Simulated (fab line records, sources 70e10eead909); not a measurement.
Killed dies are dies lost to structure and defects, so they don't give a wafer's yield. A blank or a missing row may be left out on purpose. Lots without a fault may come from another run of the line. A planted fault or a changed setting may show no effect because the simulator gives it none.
Chamber matching | flow nand_harc | NHARC_P_CONTACT_DESCUM_17 on rie_diel-06: 4 sister chambers
The step chemistry O2, time 3 s. 22 wafers are shown with their chamber, then 11 later ones without.

WAFERS WITH THEIR CHAMBER
wafer  | chamber | drypump_motor_current_A (A) | oes_product_au (a.u.) | rf_vpp_V (V)
L078.1 | 1       | 5.6                         | 0.984                 | 56.0
L078.2 | 2       | 5.9                         | 0.984                 | 56.9
L078.3 | 3       | 5.6                         | 0.995                 | 59.0
L078.4 | 0       | 5.5                         | 1.011                 | 57.1
L078.5 | 0       | 5.5                         | 1.010                 | 58.9
L078.6 | 3       | 5.6                         | 0.993                 | 57.9
L079.1 | 0       | 5.5                         | 1.012                 | 58.7
L079.4 | 1       | 5.6                         | 0.996                 | 57.5
L079.6 | 0       | 5.5                         | 0.999                 | 57.8
L082.2 | 0       | 5.6                         | 1.005                 | 55.9
L082.3 | 2       | 5.9                         | 0.977                 | 58.0
L082.6 | 2       | 5.9                         | 0.990                 | 57.6
L084.1 | 0       | 5.6                         | 1.007                 | 58.0
L084.2 | 1       | 5.6                         | 1.010                 | 57.2
L084.4 | 3       | 5.6                         | 1.006                 | 58.0
L087.3 | 3       | 5.6                         | 1.021                 | 58.9
L087.5 | 2       | 5.8                         | 0.993                 | 58.3
L087.6 | 1       | 5.6                         | 1.001                 | 56.9
L090.1 | 2       | 5.8                         | 0.974                 | 57.7
L090.2 | 0       | 5.5                         | 1.013                 | 58.3
L090.5 | 2       | 5.8                         | 0.980                 | 56.7
L092.1 | 0       | 5.5                         | 1.001                 | 57.8

SIGNATURES (means of the wafers above)
reading                 | chamber 0 | chamber 1 | chamber 2 | chamber 3 | scatter within a chamber
drypump_motor_current_A | 5.525     | 5.600     | 5.850     | 5.600     | 0.0408
oes_product_au          | 1.00725   | 0.99775   | 0.98300   | 1.00375   | 0.00854
rf_vpp_V                | 57.812    | 56.900    | 57.533    | 58.450    | 0.768
Rule: a wafer's distance from a chamber is the root of the sum, over the readings, of the square of ((its reading less the chamber's mean) divided by the reading's scatter). The wafer belongs to the nearest chamber; if the next one is less than 2 further off, it can't be placed. The scatter: the root of (the sum of the squares of (reading less its chamber's mean) over the shown wafers, divided by (wafers less chambers)).

WAFERS WITHOUT THEIR CHAMBER
wafer  | drypump_motor_current_A (A) | oes_product_au (a.u.) | rf_vpp_V (V)
L092.3 | 5.6                         | 1.003                 | 57.4
L092.6 | 5.9                         | 0.982                 | 57.6
L094.1 | 5.9                         | 1.013                 | 56.7
L094.5 | 5.6                         | 1.000                 | 56.8
L094.6 | 5.6                         | 1.000                 | 58.1
L096.3 | 5.6                         | 1.007                 | 58.0
L096.4 | 5.5                         | 0.996                 | 56.5
L096.6 | 5.8                         | 0.989                 | 57.4
L097.1 | 5.6                         | 0.995                 | 55.9
L097.4 | 5.6                         | 0.994                 | 57.6
L097.5 | 5.5                         | 0.999                 | 59.0

WHICH CHAMBER EACH WENT THROUGH
wafer  | from the rows above          | in truth
L092.3 | can't be placed: 1 or 3 or 0 | 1
L092.6 | 2                            | 2
L094.1 | 2                            | 2
L094.5 | can't be placed: 1 or 3      | 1
L094.6 | can't be placed: 3 or 1 or 0 | 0
L096.3 | can't be placed: 3 or 1 or 0 | 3
L096.4 | can't be placed: 0 or 1 or 3 | 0
L096.6 | 2                            | 2
L097.1 | 1                            | 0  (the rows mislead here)
L097.4 | can't be placed: 1 or 3 or 0 | 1
L097.5 | can't be placed: 0 or 3 or 1 | 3
Placed correctly: 3 of 11. Can't be placed from these rows: 7 (the true chamber is among the candidates in 7). Placed wrongly: 1.
